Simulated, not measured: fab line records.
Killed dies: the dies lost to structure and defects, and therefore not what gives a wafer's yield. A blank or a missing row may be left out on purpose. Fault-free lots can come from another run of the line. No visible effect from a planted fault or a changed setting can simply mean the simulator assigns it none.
Which tool is to blame? -- flow n5 finfet -- 72 wafers from 24 lots sampled at 6 of the route's 1938 steps

== WHAT THE GAUGES SHOWED, per wafer ==
N5_BEOL_M1_OCD_MEAS_38. Usual: trench depth nm at 55.0 nm, with a standard deviation of 0.75.
lot,measured,on,trench depth nm (nm),flag
L074,day 6 12:34,ocd-01,54.0 54.8 54.7,
L075,day 7 00:59,ocd-01,55.7 54.5 55.4,
L076,day 7 00:49,ocd-01,55.6 54.9 55.5,
L078,day 7 07:41,ocd-02,53.8 54.7 54.8,
L077,day 7 17:18,ocd-02,55.0 53.9 55.1,
L079,day 7 22:41,ocd-02,55.2 55.7 56.1,
L080,day 8 04:47,ocd-02,55.4 54.6 55.6,
L081,day 8 13:53,ocd-01,53.7 54.7 53.5,
L082,day 9 10:28,ocd-02,54.9 53.2 54.2,
L083,day 8 13:50,ocd-02,55.5 55.0 54.7,
L084,day 9 11:59,ocd-02,55.5 54.7 54.7,
L085,day 9 12:12,ocd-02,54.4 54.8 55.9,
L087,day 9 16:11,ocd-01,55.2 54.7 55.4,
L086,day 9 16:20,ocd-01,54.3 54.0 56.5,
L088,day 10 10:29,ocd-01,55.6 54.7 54.5,
L089,day 10 14:37,ocd-02,56.6 55.8 55.5,
L090,day 10 08:37,ocd-02,54.4 55.1 55.0,
L091,day 10 17:59,ocd-01,54.8 55.3 54.6,
L092,day 11 10:27,ocd-02,55.2 54.0 56.5,
L093,day 11 10:39,ocd-02,53.9 54.4 55.6,
L095,day 11 16:39,ocd-02,56.5 54.7 55.8,
L094,day 12 01:10,ocd-02,56.6 55.3 53.7,
L096,day 11 19:56,ocd-01,54.9 55.2 56.0,
L097,day 12 04:16,ocd-01,55.2 54.2 54.8,

N5_BEOL_M1_RS_MEAS_58: measurement is done with a four-point probe. Usual: M1_RS typically reads 0.654 ohm/sq, with standard deviation 0.027.
lot,measured,on,M1_RS (ohm/sq),flag
L074,day 6 16:26,film metro-02,0.676 0.656 0.640,
L075,day 7 05:14,film metro-02,0.655 0.613 0.632,
L076,day 7 05:04,film metro-02,0.675 0.673 0.658,
L078,day 7 13:33,film metro-01,0.643 0.623 0.598,
L077,day 7 21:20,film metro-01,0.644 0.636 0.636,
L079,day 8 04:19,film metro-01,0.663 0.658 0.648,
L080,day 8 09:24,film metro-01,0.664 0.606 0.662,
L081,day 8 19:34,film metro-01,0.669 0.641 0.620,
L082,day 9 14:44,film metro-02,0.667 0.613 0.609,
L083,day 8 18:01,film metro-02,0.670 0.668 0.612,
L084,day 9 16:34,film metro-02,0.678 0.666 0.683,
L085,day 9 16:57,film metro-01,0.681 0.654 0.635,
L087,day 9 19:53,film metro-02,0.628 0.641 0.638,
L086,day 9 20:12,film metro-01,0.716 0.650 0.663,
L088,day 10 14:54,film metro-02,0.672 0.678 0.662,
L089,day 10 19:34,film metro-01,0.656 0.666 0.642,
L090,day 10 13:10,film metro-02,0.690 0.635 0.639,
L091,day 10 22:01,film metro-02,0.634 0.615 0.615,
L092,day 11 14:13,film metro-02,0.665 0.649 0.657,
L093,day 11 14:50,film metro-01,0.659 0.659 0.655,
L095,day 11 20:46,film metro-02,0.696 0.677 0.668,
L094,day 12 04:57,film metro-01,0.674 0.645 0.638,
L096,day 12 01:13,film metro-01,0.697 0.711 0.653,
L097,day 12 08:05,film metro-02,0.648 0.636 0.600,

N5_BEOL_M2_OVL_MEAS_29. Usual: V1_OVL typically reads -0.1 nm, with standard deviation 0.66.
lot,measured,on,V1_OVL (nm),flag
L074,day 6 18:40,overlay-01,1.1 -0.3 -0.5,
L075,day 7 07:07,overlay-02,-0.5 0.0 -0.2,
L076,day 7 07:02,overlay-02,1.1 0.7 1.0,
L078,day 7 15:17,overlay-02,-0.3 -0.5 -0.3,
L077,day 7 23:05,overlay-01,1.0 0.9 1.3,
L079,day 8 06:35,overlay-02,-0.5 -0.2 -1.3,
L080,day 8 13:14,overlay-01,1.4 0.8 0.4,
L081,day 8 21:28,overlay-01,0.9 0.8 0.2,
L082,day 9 17:41,overlay-02,0.6 -0.4 0.1,
L083,day 8 20:43,overlay-01,-0.7 -1.0 -0.8,
L084,day 9 18:15,overlay-01,-0.5 -0.4 0.3,
L085,day 9 20:29,overlay-01,1.1 0.3 0.1,
L087,day 10 00:02,overlay-02,0.1 -1.1 -0.4,
L086,day 10 00:17,overlay-02,-0.2 -0.9 -0.7,
L088,day 10 17:35,overlay-01,0.1 -0.8 -0.4,
L089,day 10 22:42,overlay-02,0.7 0.2 0.2,
L090,day 10 15:59,overlay-02,0.1 0.4 -0.5,
L091,day 11 00:41,overlay-01,0.2 0.0 0.0,
L092,day 11 18:01,overlay-02,-0.8 0.3 -0.5,
L093,day 11 18:05,overlay-02,-0.2 -0.7 -0.5,
L095,day 12 02:08,overlay-02,0.5 0.3 0.0,
L094,day 12 07:43,overlay-01,-1.0 -1.4 -1.4,
L096,day 12 03:25,overlay-02,0.3 -0.2 -0.1,
L097,day 12 10:32,overlay-01,0.5 -0.2 0.5,

== WHICH TOOL RAN EACH LOT (tool, then ch and the chambers of the sampled wafers, then the start) ==
lot,N5_BEOL_M1_ETCH_64,N5_BEOL_M1_HM_OPEN_17,N5_BEOL_M1_PRE_CLEAN_45
L074,"rie diel-02 ch 0,1, day 6 10:59","rie metal-02 ch 0,1, day 6 11:10","pvd sputter-02, day 6 12:53"
L075,"rie diel-02 ch 0,3, day 6 16:33","rie metal-02 ch 0,1, day 6 16:45","pvd sputter-03, day 7 01:37"
L076,"rie diel-02 ch 0,1, day 6 16:55","rie metal-01 ch 0,1, day 6 17:04","pvd sputter-03, day 7 01:25"
L078,"rie diel-02 ch 0,2,3, day 7 04:56","rie metal-02 ch 0,1, day 7 05:06","pvd sputter-01, day 7 08:05"
L077,"rie diel-02 ch 0,1,2, day 7 13:48","rie metal-03 ch 0,1, day 7 13:58","pvd sputter-01, day 7 17:50"
L079,"rie diel-02 ch 1,2,3, day 7 14:37","rie metal-03 ch 0,1, day 7 14:47","pvd sputter-01, day 7 23:17"
L080,"rie diel-05 ch 1,2,3, day 7 19:12","rie metal-03 ch 0,1, day 7 19:22","pvd sputter-01, day 8 05:20"
L081,"rie diel-04 ch 1,2, day 7 22:58","rie metal-02 ch 0,1, day 7 23:08","pvd sputter-03, day 8 14:20"
L082,"rie diel-05 ch 0,2,3, day 8 04:35","rie metal-03 ch 0,1, day 8 04:46","pvd sputter-03, day 9 11:10"
L083,"rie diel-04 ch 0,2, day 8 08:56","rie metal-02 ch 0,1, day 8 09:06","pvd sputter-01, day 8 14:19"
L084,"rie diel-04 ch 1,2,3, day 8 19:28","rie metal-01 ch 0,1, day 8 19:37","pvd sputter-01, day 9 13:10"
L085,"rie diel-02 ch 2,3, day 9 01:10","rie metal-01 ch 0,1, day 9 01:20","pvd sputter-01, day 9 13:20"
L087,"rie diel-04 ch 0,3, day 9 03:46","rie metal-02 ch 0,1, day 9 03:58","pvd sputter-02, day 9 16:25"
L086,"rie diel-04 ch 0,2,3, day 9 10:51","rie metal-03 ch 0,1, day 9 11:01","pvd sputter-02, day 9 16:40"
L088,"rie diel-04 ch 0,2,3, day 9 17:15","rie metal-03 ch 0,1, day 9 17:25","pvd sputter-03, day 10 11:31"
L089,"rie diel-05 ch 0,1,3, day 9 20:21","rie metal-01 ch 0,1, day 9 20:31","pvd sputter-02, day 10 15:26"
L090,"rie diel-05 ch 0,1,3, day 10 04:22","rie metal-03 ch 0,1, day 10 04:32","pvd sputter-02, day 10 09:11"
L091,"rie diel-05 ch 0,1,3, day 10 07:24","rie metal-01 ch 0,1, day 10 07:34","pvd sputter-03, day 10 18:33"
L092,"rie diel-02 ch 0,3, day 10 15:20","rie metal-02 ch 0,1, day 10 15:31","pvd sputter-01, day 11 10:51"
L093,"rie diel-02 ch 0,1,3, day 10 18:52","rie metal-02 ch 0,1, day 10 19:02","pvd sputter-02, day 11 11:12"
L095,"rie diel-05 ch 0,3, day 11 08:20","rie metal-01 ch 0,1, day 11 08:32","pvd sputter-01, day 11 17:01"
L094,"rie diel-05 ch 2,3, day 11 11:05","rie metal-03 ch 0,1, day 11 11:16","pvd sputter-01, day 12 01:28"
L096,"rie diel-05 ch 0,2, day 11 16:58","rie metal-02 ch 0,1, day 11 17:08","pvd sputter-01, day 11 20:27"
L097,"rie diel-02 ch 0,1,3, day 12 01:02","rie metal-02 ch 1, day 12 01:13","pvd sputter-01, day 12 04:30"
- N5_BEOL_M1_ETCH_64: etches SOC in N2/H2, target depth 75 nm, overetch 15 nm, time 112.5 s.
- N5_BEOL_M1_HM_OPEN_17: chemistry Cl2/BCl3, target TiN, target depth 20 nm, overetch 6 nm.
- N5_BEOL_M1_PRE_CLEAN_45: time 30 s.

== AS READ BY THE TOOLS THEMSELVES (means over the sampled wafers that have a number; for cases with no such wafer, the mark the record gives instead) ==
N5_BEOL_M1_ETCH_64. Usual: drypump motor current A 5.7 A, standard deviation 0.53; h2 flow sccm 200.0 sccm, standard deviation 0.66; oes product au 0.59 a.u., standard deviation 0.051; rf vpp V 523.4 V, standard deviation 2.2; showerhead plenum p Torr 2.53 Torr, standard deviation 0.072; throttle valve pct 17.98 %, standard deviation 0.25.
lot,tool,drypump motor current A (A),h2 flow sccm (sccm),oes product au (a.u.),rf vpp V (V),showerhead plenum p Torr (Torr),throttle valve pct (%),flag
L074,rie diel-02,6.0,200.5,0.57,522.4,2.48,18.14,
L075,rie diel-02,5.6,199.8,0.58,523.5,2.53,18.20,
L076,rie diel-02,5.9,200.8,0.56,521.3,2.45,17.99,
L078,rie diel-02,5.4,200.3,0.59,523.3,2.54,17.97,
L077,rie diel-02,5.8,199.0,0.65,526.0,2.60,17.78,
L079,rie diel-02,5.4,200.1,0.66,525.8,2.61,17.70,
L080,rie diel-05,5.9,199.9,0.57,523.7,2.52,18.07,
L081,rie diel-04,5.9,199.8,0.60,524.4,2.57,17.90,
L082,rie diel-05,5.5,199.7,0.56,523.0,2.52,18.05,
L083,rie diel-04,5.7,200.5,0.59,526.4,2.60,17.83,
L084,rie diel-04,5.9,200.4,0.58,522.3,2.49,18.02,
L085,rie diel-02,5.1,199.6,0.58,523.8,2.54,17.92,
L087,rie diel-04,5.8,200.2,0.56,520.3,2.43,18.03,
L086,rie diel-04,5.7,200.4,0.57,523.8,2.52,17.96,
L088,rie diel-04,5.8,200.9,0.57,523.5,2.52,17.95,
L089,rie diel-05,5.9,200.3,0.55,522.7,2.51,18.11,
L090,rie diel-05,5.9,199.4,0.55,522.5,2.51,18.12,
L091,rie diel-05,5.9,200.4,0.55,522.7,2.51,18.13,
L092,rie diel-02,5.2,200.2,0.57,523.8,2.52,18.17,
L093,rie diel-02,5.6,199.9,0.62,524.6,2.58,17.96,
L095,rie diel-05,5.5,199.7,0.56,523.0,2.51,18.21,
L094,rie diel-05,5.6,199.5,0.62,522.6,2.51,18.04,
L096,rie diel-05,5.4,200.3,0.60,523.1,2.51,17.84,
L097,rie diel-02,5.5,199.9,0.61,524.4,2.58,17.98,

N5_BEOL_M1_HM_OPEN_17. Usual: bcl3 flow sccm 21.75 sccm, standard deviation 0.068; drypump motor current A 6.1 A, standard deviation 0.38; oes product au 0.65 a.u., standard deviation 0.065; throttle valve pct 22.00 %, standard deviation 0.14.
lot,tool,bcl3 flow sccm (sccm),drypump motor current A (A),oes product au (a.u.),throttle valve pct (%),flag
L074,rie metal-02,21.76,6.4,0.63,21.94,
L075,rie metal-02,21.75,6.5,0.62,21.95,
L076,rie metal-01,21.73,5.6,0.74,21.90,
L078,rie metal-02,21.89,6.4,0.64,21.95,
L077,rie metal-03,21.84,6.0,0.67,22.07,
L079,rie metal-03,21.69,6.0,0.67,22.07,
L080,rie metal-03,21.70,6.1,0.62,22.19,
L081,rie metal-02,21.75,6.4,0.63,21.96,
L082,rie metal-03,21.77,6.1,0.61,22.20,
L083,rie metal-02,21.78,6.4,0.63,21.94,
L084,rie metal-01,21.68,5.5,0.69,21.88,
L085,rie metal-01,21.76,5.5,0.70,21.87,
L087,rie metal-02,21.80,6.4,0.61,21.97,
L086,rie metal-03,21.72,6.0,0.66,22.08,
L088,rie metal-03,21.77,6.1,0.61,22.18,
L089,rie metal-01,21.79,5.6,0.72,21.91,
L090,rie metal-03,21.76,6.1,0.61,22.20,
L091,rie metal-01,21.73,5.6,0.71,21.91,
L092,rie metal-02,21.69,6.4,0.61,21.97,
L093,rie metal-02,21.85,6.5,0.61,21.97,
L095,rie metal-01,21.68,5.6,0.71,21.91,
L094,rie metal-03,21.72,6.0,0.66,22.07,
L096,rie metal-02,21.65,6.4,0.60,21.97,
L097,rie metal-02,21.71,6.3,0.62,21.97,

N5_BEOL_M1_PRE_CLEAN_45. Usual: heater power w at 306 W, with a standard deviation of 28.
lot,tool,heater power w (W),flag
L074,pvd sputter-02,327,
L075,pvd sputter-03,339,
L076,pvd sputter-03,310,
L078,pvd sputter-01,274,
L077,pvd sputter-01,288,
L079,pvd sputter-01,281,
L080,pvd sputter-01,296,
L081,pvd sputter-03,317,
L082,pvd sputter-03,316,
L083,pvd sputter-01,291,
L084,pvd sputter-01,301,
L085,pvd sputter-01,299,
L087,pvd sputter-02,329,
L086,pvd sputter-02,320,
L088,pvd sputter-03,327,
L089,pvd sputter-02,331,
L090,pvd sputter-02,333,
L091,pvd sputter-03,330,
L092,pvd sputter-01,274,
L093,pvd sputter-02,328,
L095,pvd sputter-01,297,
L094,pvd sputter-01,272,
L096,pvd sputter-01,284,
L097,pvd sputter-01,301,

== THE ANSWER, worked out from the rows above alone ==
Rule: lot off if the mean of its wafers having a number is beyond 3 standard deviations from the usual mean. Also off: a lot with no number at a reading for which 4 or more lots have one. Where the step has rows for the other lots, those lots are counted as sound. The gauges are gone through in route order, then the tools' own readings, and for those a lot's mean is taken as printed above. At the first step where some lot is off, the reading lying furthest off is the one used; lots without a number count as furthest.
Nothing can be told from this: no lot is off at any reading shown.

== WHAT THE SIMULATOR HAD PUT IN ==
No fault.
